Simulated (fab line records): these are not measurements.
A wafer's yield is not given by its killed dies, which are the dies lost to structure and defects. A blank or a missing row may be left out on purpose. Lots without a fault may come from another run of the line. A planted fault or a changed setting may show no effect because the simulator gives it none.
Matching of chambers | flow n5_finfet | N5_BEOL_M10_ALD_74 on ald_metal-04 has 4 sister chambers
The step deposits TaN, target thk 2 nm, pulse time 2 s, purge time 3 s. 4 wafers are shown with their chamber, then 10 later ones without.

== WAFERS PAIRED WITH THEIR CHAMBERS ==
wafer  | chamber | heater_power_w (W)
L083.3 | 2       | 415
L084.2 | 1       | 337
L084.4 | 3       | 472
L088.5 | 0       | 416

== WAFERS WITHOUT THEIR CHAMBER ==
wafer  | heater_power_w (W)
L088.6 | 460
L089.2 | 472
L089.4 | 414
L089.6 | 412
L091.1 | 342
L091.2 | 427
L091.4 | 418
L095.2 | 469
L095.3 | 441
L095.5 | 483

== EACH ONE'S CHAMBER ==
wafer  | from the rows above          | in truth
L088.6 | 3                            | 3
L089.2 | 3                            | 3
L089.4 | can't be placed: 2 or 0      | 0
L089.6 | can't be placed: 2 or 0      | 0
L091.1 | 1                            | 1
L091.2 | can't be placed: 0 or 2      | 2
L091.4 | can't be placed: 0 or 2      | 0
L095.2 | 3                            | 3
L095.3 | can't be placed: 0 or 2 or 3 | 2
L095.5 | 3                            | 3
Correct placement for 5 of the 10. From these rows, 5 cannot be placed; in 5 the true chamber is one of the candidates. 0 placed wrongly.
How it was worked out, from the rows above alone: a wafer's distance from a chamber is the root of the sum, over the readings, of the square of ((its reading less the chamber's mean) divided by the reading's scatter). The wafer belongs to the nearest chamber; if the next one is less than 2 further off, it can't be placed. The mean given for a chamber averages the wafers shown for that chamber. The scatter: with one shown wafer a chamber, the root of the mean of the squares of how far each hidden wafer lies from its nearest shown one.
